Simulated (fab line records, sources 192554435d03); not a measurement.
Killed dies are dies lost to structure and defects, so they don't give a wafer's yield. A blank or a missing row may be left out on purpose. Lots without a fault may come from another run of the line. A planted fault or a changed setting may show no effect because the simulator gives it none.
Chamber matching | flow n5_finfet | N5_GATE_CUT_ETCH_36 on rie_diel-01: 4 sister chambers
The step etches SiARC in CF4, target depth 13 nm, time 21.7 s. 4 wafers are shown with their chamber, then 11 later ones without.

WAFERS WITH THEIR CHAMBER
wafer  | chamber | drypump_motor_current_A (A)
L087.6 | 0       | 5.1
L089.5 | 1       | 5.7
L089.6 | 2       | 5.4
L092.2 | 3       | 6.4

WAFERS WITHOUT THEIR CHAMBER
wafer  | drypump_motor_current_A (A)
L092.5 | 5.1
L092.6 | 5.5
L093.2 | 5.4
L093.4 | 6.3
L093.5 | 5.4
L095.1 | 6.3
L095.3 | 5.4
L095.4 | 5.4
L096.1 | 5.1
L096.3 | 5.4
L096.4 | 5.6

WHICH CHAMBER EACH WENT THROUGH
wafer  | from the rows above     | in truth
L092.5 | 0                       | 0
L092.6 | can't be placed: 2 or 1 | 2
L093.2 | 2                       | 2
L093.4 | 3                       | 3
L093.5 | 2                       | 2
L095.1 | 3                       | 3
L095.3 | 2                       | 2
L095.4 | 2                       | 2
L096.1 | 0                       | 0
L096.3 | 2                       | 2
L096.4 | can't be placed: 1 or 2 | 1
Placed correctly: 9 of 11. Can't be placed from these rows: 2 (the true chamber is among the candidates in 2). Placed wrongly: 0.
How it was worked out, from the rows above alone: a wafer's distance from a chamber is the root of the sum, over the readings, of the square of ((its reading less the chamber's mean) divided by the reading's scatter). The wafer belongs to the nearest chamber; if the next one is less than 2 further off, it can't be placed. A chamber's mean is the mean of its shown wafers. The scatter: with one shown wafer a chamber, the root of the mean of the squares of how far each hidden wafer lies from its nearest shown one.
